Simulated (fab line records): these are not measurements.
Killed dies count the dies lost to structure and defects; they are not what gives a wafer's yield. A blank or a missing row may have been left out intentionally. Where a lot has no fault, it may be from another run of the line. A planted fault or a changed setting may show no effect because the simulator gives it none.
fab line records	flow n5-finfet
[record] lots = 24	wafers = 72	last-day = 17
route steps=1938 shown SPACER0@260 ILD0@345 SDB@356 HKMG_FIN@403
lots with no fault: from the same line, run without faults
start-h: start of the lot's first displayed wafer, in hours after the record's first day	wait-h: hours since the lot's step before	" as in the row above	L1.1+2: several wafers, shown together as one row	- no value, or no start given	* or withheld: withheld	< > ~ a bound
route shown NAME@n: NAME is a module with steps in the file, n the number in the route of the first one	usual: average and standard deviation across the fault-free wafers	same: alike in all rows	chamber/n: place in a boat	sites: readings site by site	_std_site: standard deviation across them	_edge_site: inner sites' mean taken away from outer sites' mean	radius-mm: how far each site lies from the wafer's centre	mask NAME#n: copy n	behind: the tool/chamber that last shaped the wafer	hold: cause of the lot's hold/its duration in hours/its outcome	device: transistor that didn't switch, given as n, p or np	end of line: tests of these same wafers at the route's end	a step given without rows: its recipe and nothing more	killed: dies lost to structure and defects at the first sort, not the wafer's yield	map: dies across one wafer; x = killed, . = not, _ = none there
set.NAME: the setting that was run; set.NAME@STEP: the one run at that earlier step	model.NAME: the simulator's own value behind a step, which no gauge read
one table for each step of the route and one row for each wafer, over a sample of lots
services: from which hour (start-h, from the record's first day; less than 0 if before it) a tool's chamber was out of use, for how many hours, and why
[[steps]]
[step N5_SPACER0_ALD_08]
[recipe] material = SiNx	target-thk-a = 20	temp-c = 400	ald-precursor-family = SiH2I2	ald-co-reactant = N2/H2-plasma	pressure-torr = 2
[usual] heater-power-w = 824/55
lot.wafer	tool	chamber	start-h	wait-h	heater-power-w
L074.2	ald-sin-04	3	49.29	0.1	917
L074.3	"	1	"	"	809
L074.4	"	2	"	"	784
L075.4	ald-sin-02	1	54.16	0.1	810
L075.5	"	1	"	"	833
L075.6	"	2	"	"	833
L076.2	ald-sin-01	0	61.36	0.1	838
L076.3	"	2	"	"	822
L076.6	"	3	"	"	900
L077.3	ald-sin-04	2	67.04	0.1	754
L077.5	"	3	"	"	926
L077.6	"	2	"	"	782
L078.2	ald-sin-04	0	74.62	0.1	857
L078.3	"	3	"	"	896
L078.4	"	1	"	"	795
L079.1	ald-sin-01	2	79.32	0.1	818
L079.2	"	1	"	"	719
L079.6	"	0	"	"	818
L080.1	ald-sin-01	3	83.53	0.1	917
L080.3	"	2	"	"	836
L080.4	"	1	"	"	716
L081.1	ald-sin-01	2	92.19	0.1	832
L081.3	"	0	"	"	816
L081.6	"	0	"	"	822
L082.1	ald-sin-01	1	96.77	0.1	719
L082.3	"	2	"	"	810
L082.4	"	3	"	"	907
L083.1	ald-sin-01	2	101.53	0.1	814
L083.4	"	0	"	"	818
L083.5	"	0	"	"	820
L084.2	ald-sin-04	3	108.05	0.1	910
L084.3	"	1	"	"	815
L084.6	"	2	"	"	762
L085.2	ald-sin-04	1	114.68	0.1	814
L085.4	"	0	"	"	783
L085.5	"	3	"	"	906
L086.2	ald-sin-01	2	120.03	0.1	819
L086.3	"	3	"	"	886
L086.6	"	3	"	"	915
L087.3	ald-sin-02	3	126.57	0.1	835
L087.5	"	1	"	"	803
L087.6	"	2	"	"	840
L088.1	ald-sin-04	1	130.52	0.1	809
L088.5	"	0	"	"	791
L088.6	"	3	"	"	879
L089.1	ald-sin-02	0	137.65	0.1	819
L089.2	"	1	"	"	790
L089.3	"	3	"	"	842
L090.1	ald-sin-02	0	145.67	0.1	806
L090.3	"	1	"	"	809
L090.5	"	3	"	"	839
L091.2	ald-sin-01	2	149.20	0.1	836
L091.5	"	3	"	"	927
L091.6	"	2	"	"	826
L092.1	ald-sin-04	3	155.44	0.1	902
L092.2	"	2	"	"	766
L092.4	"	1	"	"	801
L093.2	ald-sin-01	2	160.33	0.1	812
L093.3	"	1	"	"	709
L093.4	"	0	"	"	845
L094.3	ald-sin-02	3	169.54	0.1	825
L094.4	"	0	"	"	828
L094.6	"	3	"	"	839
L095.2	ald-sin-04	0	175.76	0.1	803
L095.5	"	0	"	"	792
L095.6	"	3	"	"	897
L096.4	ald-sin-02	0	180.04	0.1	840
L096.5	"	1	"	"	817
L096.6	"	2	"	"	838
L097.2	ald-sin-02	3	190.93	0.1	810
L097.4	"	1	"	"	815
L097.6	"	2	"	"	839
[step N5_ILD0_THK_MEAS_13]
[usual] thk-nm = 17.3/1.5
lot.wafer	tool	chamber	start-h	wait-h	thk-nm
L074.2	film-metro-02	-	68.25	-	16.9
L074.3	"	-	"	"	17.8
L074.4	"	-	"	"	16.7
L075.4	film-metro-01	-	71.48	-	17.8
L075.5	"	-	"	"	14.8
L075.6	"	-	"	"	15.6
L076.2	film-metro-01	-	78.27	-	17.5
L076.3	"	-	"	"	17.9
L076.6	"	-	"	"	15.3
L077.3	film-metro-02	-	83.20	-	17.5
L077.5	"	-	"	"	16.5
L077.6	"	-	"	"	18.9
L078.2	film-metro-01	-	92.26	-	17.1
L078.3	"	-	"	"	14.1
L078.4	"	-	"	"	16.3
L079.1	film-metro-02	-	97.72	-	19.1
L079.2	"	-	"	"	15.8
L079.6	"	-	"	"	16.6
L080.1	film-metro-02	-	100.71	-	16.0
L080.3	"	-	"	"	19.4
L080.4	"	-	"	"	16.7
L081.1	film-metro-02	-	109.15	-	17.8
L081.3	"	-	"	"	17.9
L081.6	"	-	"	"	18.5
L082.1	film-metro-01	-	113.00	-	18.7
L082.3	"	-	"	"	15.2
L082.4	"	-	"	"	16.5
L083.1	film-metro-02	-	117.72	-	19.4
L083.4	"	-	"	"	18.4
L083.5	"	-	"	"	17.7
L084.2	film-metro-01	-	124.17	-	18.6
L084.3	"	-	"	"	15.2
L084.6	"	-	"	"	17.7
L085.2	film-metro-01	-	132.76	-	19.4
L085.4	"	-	"	"	17.7
L085.5	"	-	"	"	18.5
L086.2	film-metro-01	-	136.17	-	16.2
L086.3	"	-	"	"	17.2
L086.6	"	-	"	"	18.1
L087.3	film-metro-02	-	143.04	-	16.6
L087.5	"	-	"	"	17.7
L087.6	"	-	"	"	14.5
L088.1	film-metro-01	-	148.45	-	17.5
L088.5	"	-	"	"	17.2
L088.6	"	-	"	"	15.8
L089.1	film-metro-01	-	153.83	-	16.7
L089.2	"	-	"	"	19.3
L089.3	"	-	"	"	16.9
L090.1	film-metro-02	-	163.36	-	18.6
L090.3	"	-	"	"	15.3
L090.5	"	-	"	"	15.1
L091.2	film-metro-01	-	165.09	-	16.7
L091.5	"	-	"	"	16.0
L091.6	"	-	"	"	15.0
L092.1	film-metro-02	-	172.12	-	16.9
L092.2	"	-	"	"	18.2
L092.4	"	-	"	"	15.2
L093.2	film-metro-02	-	177.18	-	19.1
L093.3	"	-	"	"	18.3
L093.4	"	-	"	"	18.6
L094.3	film-metro-02	-	188.53	-	17.0
L094.4	"	-	"	"	19.7
L094.6	"	-	"	"	17.6
L095.2	film-metro-02	-	191.97	-	19.5
L095.5	"	-	"	"	17.1
L095.6	"	-	"	"	17.8
L096.4	film-metro-02	-	198.77	-	17.5
L096.5	"	-	"	"	17.1
L096.6	"	-	"	"	18.8
L097.2	film-metro-02	-	207.35	-	17.6
L097.4	"	-	"	"	18.6
L097.6	"	-	"	"	17.2
[step N5_ILD0_INSPECT_06]
[recipe] inspect-instrument = darkfield	mode = post-cmp
[usual] raw-defect-count = 36/15
lot.wafer	tool	chamber	start-h	wait-h	raw-defect-count
L074.2	defect-inspect-01	-	68.27	0.0	42
L074.3	"	-	"	"	40
L074.4	"	-	"	"	37
L075.4	defect-inspect-02	-	71.50	0.0	11
L075.5	"	-	"	"	21
L075.6	"	-	"	"	27
L076.2	defect-inspect-01	-	78.30	0.0	63
L076.3	"	-	"	"	41
L076.6	"	-	"	"	34
L077.3	defect-inspect-01	-	83.23	0.0	23
L077.5	"	-	"	"	22
L077.6	"	-	"	"	39
L078.2	defect-inspect-01	-	92.28	0.0	54
L078.3	"	-	"	"	87
L078.4	"	-	"	"	44
L079.1	defect-inspect-01	-	97.75	0.0	22
L079.2	"	-	"	"	14
L079.6	"	-	"	"	35
L080.1	defect-inspect-02	-	100.73	0.0	43
L080.3	"	-	"	"	53
L080.4	"	-	"	"	39
L081.1	defect-inspect-01	-	109.17	0.0	22
L081.3	"	-	"	"	30
L081.6	"	-	"	"	24
L082.1	defect-inspect-02	-	113.03	0.0	48
L082.3	"	-	"	"	48
L082.4	"	-	"	"	25
L083.1	defect-inspect-02	-	117.74	0.0	37
L083.4	"	-	"	"	29
L083.5	"	-	"	"	13
L084.2	defect-inspect-02	-	124.19	0.0	38
L084.3	"	-	"	"	37
L084.6	"	-	"	"	27
L085.2	defect-inspect-02	-	132.79	0.0	34
L085.4	"	-	"	"	40
L085.5	"	-	"	"	63
L086.2	defect-inspect-02	-	136.20	0.0	22
L086.3	"	-	"	"	33
L086.6	"	-	"	"	38
L087.3	defect-inspect-01	-	143.07	0.0	28
L087.5	"	-	"	"	25
L087.6	"	-	"	"	40
L088.1	defect-inspect-02	-	148.48	0.0	32
L088.5	"	-	"	"	53
L088.6	"	-	"	"	26
L089.1	defect-inspect-02	-	153.85	0.0	44
L089.2	"	-	"	"	61
L089.3	"	-	"	"	35
L090.1	defect-inspect-01	-	163.39	0.0	41
L090.3	"	-	"	"	32
L090.5	"	-	"	"	35
L091.2	defect-inspect-02	-	165.12	0.0	55
L091.5	"	-	"	"	50
L091.6	"	-	"	"	46
L092.1	defect-inspect-02	-	172.15	0.0	38
L092.2	"	-	"	"	13
L092.4	"	-	"	"	40
L093.2	defect-inspect-01	-	177.20	0.0	24
L093.3	"	-	"	"	28
L093.4	"	-	"	"	26
L094.3	defect-inspect-02	-	188.56	0.0	31
L094.4	"	-	"	"	34
L094.6	"	-	"	"	58
L095.2	defect-inspect-02	-	192.00	0.0	29
L095.5	"	-	"	"	45
L095.6	"	-	"	"	35
L096.4	defect-inspect-02	-	198.79	0.0	72
L096.5	"	-	"	"	46
L096.6	"	-	"	"	50
L097.2	defect-inspect-02	-	207.38	0.0	35
L097.4	"	-	"	"	35
L097.6	"	-	"	"	29
[step N5_SDB_CD_MEAS_11]
[recipe] target-cd-nm = 50	landing-energy-ev = 500	detector = se-inlens	polarity = opening
[usual] cd-nm = 50.2/1.4
lot.wafer	tool	chamber	start-h	wait-h	cd-nm
L074.2	cd-sem-03	0	68.79	-	50.2
L074.3	"	0	"	"	47.7
L074.4	"	0	"	"	49.3
L075.4	cd-sem-02	0	71.87	-	53.1
L075.5	"	0	"	"	50.7
L075.6	"	0	"	"	50.9
L076.2	cd-sem-01	0	78.78	-	50.0
L076.3	"	0	"	"	51.6
L076.6	"	0	"	"	51.1
L077.3	cd-sem-02	0	83.72	-	49.5
L077.5	"	0	"	"	51.2
L077.6	"	0	"	"	50.7
L078.2	cd-sem-02	0	92.77	-	49.9
L078.3	"	0	"	"	53.3
L078.4	"	0	"	"	51.4
L079.1	cd-sem-01	0	98.11	-	49.0
L079.2	"	0	"	"	49.2
L079.6	"	0	"	"	50.0
L080.1	cd-sem-01	0	101.22	-	52.5
L080.3	"	0	"	"	48.1
L080.4	"	0	"	"	48.4
L081.1	cd-sem-03	0	109.56	-	48.9
L081.3	"	0	"	"	50.3
L081.6	"	0	"	"	47.5
L082.1	cd-sem-01	0	113.52	-	51.3
L082.3	"	0	"	"	49.9
L082.4	"	0	"	"	50.4
L083.1	cd-sem-03	0	118.11	-	50.5
L083.4	"	0	"	"	49.7
L083.5	"	0	"	"	50.0
L084.2	cd-sem-03	0	124.55	-	51.6
L084.3	"	0	"	"	51.8
L084.6	"	0	"	"	50.5
L085.2	cd-sem-03	0	133.15	-	50.2
L085.4	"	0	"	"	49.1
L085.5	"	0	"	"	50.6
L086.2	cd-sem-01	0	136.56	-	50.2
L086.3	"	0	"	"	49.7
L086.6	"	0	"	"	49.0
L087.3	cd-sem-01	0	143.58	-	48.5
L087.5	"	0	"	"	47.6
L087.6	"	0	"	"	49.5
L088.1	cd-sem-01	0	148.97	-	50.3
L088.5	"	0	"	"	49.8
L088.6	"	0	"	"	52.4
L089.1	cd-sem-03	0	154.34	-	48.3
L089.2	"	0	"	"	51.3
L089.3	"	0	"	"	51.2
L090.1	cd-sem-01	0	163.88	-	46.8
L090.3	"	0	"	"	49.7
L090.5	"	0	"	"	49.4
L091.2	cd-sem-01	0	165.61	-	50.6
L091.5	"	0	"	"	51.1
L091.6	"	0	"	"	52.2
L092.1	cd-sem-01	0	172.64	-	50.9
L092.2	"	0	"	"	49.9
L092.4	"	0	"	"	51.2
L093.2	cd-sem-03	0	177.69	-	50.4
L093.3	"	0	"	"	48.8
L093.4	"	0	"	"	53.1
L094.3	cd-sem-01	0	188.93	-	49.5
L094.4	"	0	"	"	50.5
L094.6	"	0	"	"	51.8
L095.2	cd-sem-03	0	192.49	-	48.3
L095.5	"	0	"	"	50.6
L095.6	"	0	"	"	49.4
L096.4	cd-sem-02	0	199.31	-	53.1
L096.5	"	0	"	"	51.2
L096.6	"	0	"	"	51.2
L097.2	cd-sem-03	0	207.89	-	49.5
L097.4	"	0	"	"	50.6
L097.6	"	0	"	"	49.8
[step N5_SDB_ETCH_18]
[recipe] chemistry = N2/H2	target = SOC	target-depth-a = 1000	overetch-a = 200	mask-material = SiARC	temp-c = 40	time-s = 150	ion-energy-ev = 200	pressure-mtorr = 30	source-w = 840	bias-w = 150	n2-flow-sccm = 200	h2-flow-sccm = 200
[usual] drypump-motor-current-A = 5.7/0.46	oes-product-au = 0.74/0.079	rf-vpp-V = 523.6/1.8	showerhead-plenum-p-Torr = 2.54/0.062	throttle-valve-pct = 17.9/0.36
lot.wafer	tool	chamber	start-h	wait-h	drypump-motor-current-A	oes-product-au	rf-hours-counter-h	rf-vpp-V	showerhead-plenum-p-Torr	throttle-valve-pct
L074.2	rie-diel-05	0	69.26	0.0	5.1	0.83	19	521.3	2.49	17.6
L074.3	"	1	"	"	5.8	0.85	8	521.7	2.46	17.5
L074.4	"	2	"	"	6.7	0.68	145	523.6	2.56	18.5
L075.4	rie-diel-04	3	72.02	0.0	6.0	0.61	244	522.5	2.49	17.8
L075.5	"	2	"	"	5.3	0.63	-	521.9	2.53	18.2
L075.6	"	3	"	"	6.0	0.60	-	523.4	2.49	17.8
L076.2	rie-diel-01	3	78.94	0.0	6.0	0.76	62	523.6	2.57	17.8
L076.3	"	2	"	"	5.3	0.71	101	528.7	2.67	17.9
L076.6	"	2	"	"	5.3	0.69	-	527.5	2.67	17.9
L077.3	rie-diel-01	1	83.99	0.0	5.8	0.64	191	523.5	2.53	18.6
L077.5	"	2	"	"	5.3	0.70	-	528.3	2.67	17.9
L077.6	"	1	"	"	5.7	0.64	-	523.0	2.53	18.5
L078.2	rie-diel-01	1	92.93	0.0	5.8	0.64	194	523.3	2.53	18.6
L078.3	"	0	"	"	6.3	0.72	109	525.9	2.59	18.0
L078.4	"	2	"	"	5.3	0.70	105	529.0	2.67	17.9
L079.1	rie-diel-05	1	98.39	0.0	5.8	0.82	19	523.4	2.46	17.5
L079.2	"	2	"	"	6.7	0.68	152	524.2	2.56	18.5
L079.6	"	2	"	"	6.7	0.67	-	524.2	2.56	18.5
L080.1	rie-diel-05	1	101.40	0.0	5.8	0.81	20	522.3	2.46	17.5
L080.3	"	2	"	"	6.7	0.67	153	524.5	2.56	18.5
L080.4	"	2	"	"	6.7	0.68	-	525.1	2.56	18.5
L081.1	rie-diel-04	0	109.72	0.0	5.9	0.72	100	522.5	2.48	17.9
L081.3	"	3	"	"	6.0	0.89	1	523.5	2.48	17.4
L081.6	"	1	"	"	5.4	0.80	-	525.2	2.61	17.8
L082.1	rie-diel-04	0	113.68	0.0	5.9	0.72	102	521.4	2.48	17.9
L082.3	"	1	"	"	5.5	0.80	30	524.3	2.61	17.8
L082.4	"	0	"	"	5.9	0.73	-	522.3	2.48	17.9
L083.1	rie-diel-04	1	118.26	0.0	5.4	0.79	31	526.4	2.61	17.8
L083.4	"	0	"	"	5.9	0.71	-	520.8	2.48	17.9
L083.5	"	1	"	"	5.5	0.80	-	525.0	2.61	17.8
L084.2	rie-diel-04	3	124.71	0.0	6.0	0.86	6	523.2	2.48	17.4
L084.3	"	2	"	"	5.3	0.88	2	522.0	2.52	17.7
L084.6	"	2	"	"	5.3	0.88	-	522.4	2.52	17.7
L085.2	rie-diel-01	3	133.46	0.0	6.0	0.73	81	524.1	2.57	17.8
L085.4	"	1	"	"	5.8	0.63	208	521.4	2.53	18.6
L085.5	"	1	"	"	5.8	0.63	-	522.9	2.53	18.6
L086.2	rie-diel-04	1	136.72	0.0	5.4	0.78	39	525.1	2.61	17.8
L086.3	"	2	"	"	5.3	0.85	6	522.5	2.52	17.7
L086.6	"	1	"	"	5.5	0.79	-	525.4	2.60	17.8
L087.3	rie-diel-01	1	143.93	0.0	5.8	0.63	212	522.1	2.53	18.6
L087.5	"	2	"	"	5.3	0.68	-	526.4	2.66	18.0
L087.6	"	1	"	"	5.8	0.63	-	522.6	2.53	18.6
L088.1	rie-diel-04	0	149.13	0.0	5.9	0.71	115	521.1	2.48	18.0
L088.5	"	0	"	"	5.9	0.71	-	522.0	2.48	17.9
L088.6	"	3	"	"	6.0	0.85	-	522.4	2.48	17.4
L089.1	rie-diel-05	2	154.50	0.0	6.7	0.67	174	522.8	2.55	18.6
L089.2	"	1	"	"	5.8	0.77	42	522.0	2.45	17.6
L089.3	"	0	"	"	5.1	0.77	54	521.8	2.47	17.7
L090.1	rie-diel-01	3	164.03	0.0	6.0	0.73	93	525.0	2.56	17.9
L090.3	"	1	"	"	5.8	0.63	219	521.5	2.52	18.6
L090.5	"	1	"	"	5.8	0.63	-	523.0	2.52	18.6
L091.2	rie-diel-05	3	165.77	0.0	5.0	0.84	19	523.1	2.49	17.7
L091.5	"	1	"	"	5.8	0.78	-	521.3	2.45	17.6
L091.6	"	0	"	"	5.1	0.75	-	521.9	2.47	17.7
L092.1	rie-diel-01	0	172.81	0.0	6.3	0.70	139	524.1	2.58	18.0
L092.2	"	1	"	"	5.8	0.62	222	522.8	2.52	18.6
L092.4	"	2	"	"	5.3	0.68	134	526.7	2.66	18.0
L093.2	rie-diel-05	3	177.85	0.0	5.0	0.84	24	522.5	2.49	17.7
L093.3	"	2	"	"	6.7	0.66	185	522.6	2.55	18.6
L093.4	"	1	"	"	5.8	0.77	51	521.5	2.44	17.6
L094.3	rie-diel-01	0	189.33	0.0	6.3	0.69	143	525.4	2.58	18.0
L094.4	"	1	"	"	5.8	0.63	226	522.6	2.52	18.6
L094.6	"	1	"	"	5.7	0.62	-	522.5	2.52	18.6
L095.2	rie-diel-01	0	192.65	0.0	6.3	0.70	144	523.3	2.58	18.0
L095.5	"	3	"	"	6.0	0.72	-	523.8	2.56	17.9
L095.6	"	2	"	"	5.3	0.67	-	526.9	2.66	18.0
L096.4	rie-diel-04	0	199.90	0.0	6.0	0.70	131	520.0	2.47	18.0
L096.5	"	2	"	"	5.4	0.82	-	524.1	2.51	17.7
L096.6	"	1	"	"	5.4	0.76	-	525.9	2.60	17.8
L097.2	rie-diel-01	1	208.05	0.0	5.7	0.62	232	522.6	2.52	18.6
L097.4	"	2	"	"	5.3	0.67	144	527.1	2.66	18.0
L097.6	"	1	"	"	5.7	0.62	-	522.2	2.52	18.6
[step N5_HKMG_FIN_ETCH_55]
[recipe] chemistry = N2/H2	target = SOC	target-depth-a = 2400	temp-c = 40	time-s = 300	ion-energy-ev = 200	mask-material = SiARC	pressure-mtorr = 30	source-w = 840	bias-w = 150	n2-flow-sccm = 200	h2-flow-sccm = 200
[usual] drypump-motor-current-A = 5.7/0.52	oes-product-au = 0.83/0.092	rf-vpp-V = 523.3/1.6	showerhead-plenum-p-Torr = 2.52/0.058	throttle-valve-pct = 17.9/0.33
lot.wafer	tool	chamber	start-h	wait-h	drypump-motor-current-A	oes-product-au	rf-hours-counter-h	rf-vpp-V	showerhead-plenum-p-Torr	throttle-valve-pct
L074.2	rie-diel-01	1	75.03	0.0	5.8	0.71	188	523.3	2.54	18.6
L074.3	"	3	"	"	6.0	0.84	60	524.1	2.57	17.8
L074.4	"	0	"	"	6.3	0.83	103	524.8	2.59	18.0
L075.4	rie-diel-05	0	77.55	0.0	5.1	0.93	21	522.9	2.49	17.7
L075.5	"	3	"	"	5.0	0.67	-	523.4	2.50	18.1
L075.6	"	0	"	"	5.1	0.92	-	522.9	2.49	17.7
L076.2	rie-diel-05	3	84.81	0.0	5.0	0.66	245	521.1	2.50	18.1
L076.3	"	1	"	"	5.8	0.94	13	522.2	2.46	17.5
L076.6	"	0	"	"	5.1	0.91	-	521.9	2.49	17.7
L077.3	rie-diel-04	2	89.97	0.0	5.4	0.69	247	522.3	2.53	18.2
L077.5	"	2	"	"	5.3	0.69	-	523.9	2.53	18.2
L077.6	"	3	"	"	6.0	0.68	-	521.8	2.48	17.8
L078.2	rie-diel-05	1	98.78	0.0	5.8	0.92	19	521.6	2.46	17.5
L078.3	"	2	"	"	6.7	0.73	152	524.3	2.56	18.5
L078.4	"	0	"	"	5.0	0.91	-	522.8	2.48	17.7
L079.1	rie-diel-01	2	105.02	0.0	5.3	0.78	110	527.0	2.67	17.9
L079.2	"	3	"	"	6.0	0.83	71	524.9	2.57	17.8
L079.6	"	0	"	"	6.3	0.80	-	525.5	2.59	17.9
L080.1	rie-diel-04	0	106.90	0.0	5.9	0.79	99	521.2	2.48	17.9
L080.3	"	2	"	"	5.4	0.69	254	523.7	2.52	18.2
L080.4	"	0	"	"	5.9	0.79	-	522.5	2.48	17.9
L081.1	rie-diel-05	2	115.39	0.0	6.7	0.71	160	523.9	2.56	18.5
L081.3	"	1	"	"	5.8	0.90	27	523.4	2.45	17.5
L081.6	"	2	"	"	6.7	0.71	-	524.5	2.56	18.6
L082.1	rie-diel-04	0	119.36	0.0	5.9	0.78	104	520.9	2.48	18.0
L082.3	"	1	"	"	5.4	0.87	32	525.9	2.61	17.8
L082.4	"	2	"	"	5.4	1.01	0	522.0	2.53	17.7
L083.1	rie-diel-01	0	124.07	0.0	6.3	0.81	121	524.6	2.59	18.0
L083.4	"	2	"	"	5.3	0.78	116	527.6	2.67	18.0
L083.5	"	2	"	"	5.3	0.78	-	527.8	2.67	18.0
L084.2	rie-diel-04	2	130.40	0.0	5.4	0.98	4	523.2	2.52	17.7
L084.3	"	0	"	"	6.0	0.78	107	521.0	2.48	18.0
L084.6	"	1	"	"	5.4	0.87	-	525.4	2.61	17.8
L085.2	rie-diel-05	2	139.96	0.0	6.7	0.70	170	522.6	2.55	18.6
L085.4	"	3	"	"	5.0	0.95	9	523.0	2.49	17.7
L085.5	"	0	"	"	5.1	0.88	-	522.1	2.48	17.7
L086.2	rie-diel-05	3	142.60	0.0	5.0	0.95	10	521.7	2.49	17.6
L086.3	"	0	"	"	5.1	0.87	50	522.2	2.48	17.7
L086.6	"	3	"	"	5.0	0.95	-	522.1	2.49	17.7
L087.3	rie-diel-01	1	149.69	0.0	5.8	0.69	214	522.1	2.52	18.6
L087.5	"	3	"	"	6.0	0.82	-	524.0	2.56	17.9
L087.6	"	0	"	"	6.4	0.79	-	523.9	2.58	18.0
L088.1	rie-diel-04	2	155.40	0.0	5.4	0.94	11	522.4	2.52	17.7
L088.5	"	2	"	"	5.4	0.94	-	522.1	2.52	17.7
L088.6	"	3	"	"	6.0	0.96	-	521.0	2.48	17.4
L089.1	rie-diel-05	3	160.81	0.0	5.0	0.94	17	522.4	2.49	17.6
L089.2	"	1	"	"	5.8	0.86	44	522.1	2.45	17.6
L089.3	"	0	"	"	5.1	0.88	57	522.5	2.47	17.7
L090.1	rie-diel-04	2	169.76	0.0	5.4	0.93	15	523.4	2.52	17.7
L090.3	"	0	"	"	5.9	0.78	121	521.2	2.47	18.0
L090.5	"	2	"	"	5.4	0.94	-	523.2	2.52	17.7
L091.2	rie-diel-05	3	172.13	0.0	5.0	0.93	22	521.6	2.49	17.7
L091.5	"	1	"	"	5.8	0.86	-	519.8	2.45	17.6
L091.6	"	2	"	"	6.7	0.70	-	523.4	2.55	18.6
L092.1	rie-diel-04	0	178.30	0.0	5.9	0.77	124	522.3	2.47	18.0
L092.2	"	2	"	"	5.4	0.92	17	521.8	2.52	17.7
L092.4	"	1	"	"	5.5	0.85	53	522.5	2.60	17.8
L093.2	rie-diel-05	2	183.81	0.0	6.7	0.69	186	523.5	2.55	18.6
L093.3	"	0	"	"	5.1	0.86	65	523.3	2.47	17.8
L093.4	"	1	"	"	5.8	0.85	53	521.0	2.44	17.6
L094.3	rie-diel-01	2	194.99	0.0	5.3	0.75	140	526.5	2.66	18.0
L094.4	"	0	"	"	6.3	0.79	145	523.1	2.58	18.0
L094.6	"	3	"	"	6.0	0.80	-	524.6	2.56	17.9
L095.2	rie-diel-05	1	198.28	0.0	5.8	0.86	58	521.9	2.44	17.6
L095.5	"	1	"	"	5.8	0.85	-	523.0	2.44	17.6
L095.6	"	0	"	"	5.1	0.86	-	522.0	2.47	17.7
L096.4	rie-diel-04	2	206.34	0.0	5.3	0.90	27	523.2	2.51	17.7
L096.5	"	3	"	"	6.0	0.92	-	521.3	2.47	17.5
L096.6	"	2	"	"	5.4	0.90	-	523.3	2.51	17.7
L097.2	rie-diel-05	3	214.39	0.0	5.0	0.90	36	523.4	2.48	17.7
L097.4	"	1	"	"	5.8	0.84	64	520.4	2.44	17.6
L097.6	"	1	"	"	5.8	0.83	-	522.9	2.44	17.6
[[services]]
tool	chamber	start-h	hours	kind
ald-sin-04	3	29.34	1.3	repair
rie-diel-05	1	30.71	-	clean
rie-diel-05	1	30.71	-	consumable-replace:focus-ring
rie-diel-05	1	30.71	18.3	scheduled-down
rie-diel-05	1	30.71	18.3	vent-cycle
rie-diel-05	-	34.46	0.1	repair
rie-diel-05	0	64.07	2.2	repair
ald-sin-02	2	70.99	11.1	repair
ald-sin-04	-	85.53	14.0	pm
rie-diel-04	0	87.45	6.6	repair
rie-diel-04	3	94.41	-	clean
rie-diel-04	3	94.41	-	consumable-replace:focus-ring
rie-diel-05	3	96.43	-	clean
rie-diel-05	3	96.43	-	consumable-replace:focus-ring
rie-diel-05	3	96.43	19.5	scheduled-down
rie-diel-05	3	96.43	19.5	vent-cycle
ald-sin-02	-	102.55	2.8	pm
rie-diel-04	2	108.99	-	clean
rie-diel-04	2	108.99	-	consumable-replace:focus-ring
rie-diel-04	-	148.85	0.1	repair
rie-diel-04	2	172.28	4.3	repair
rie-diel-05	0	185.05	3.2	repair
rie-diel-04	-	190.71	1.6	repair
ald-sin-01	-	199.61	1.2	repair
[[key]]
fault none
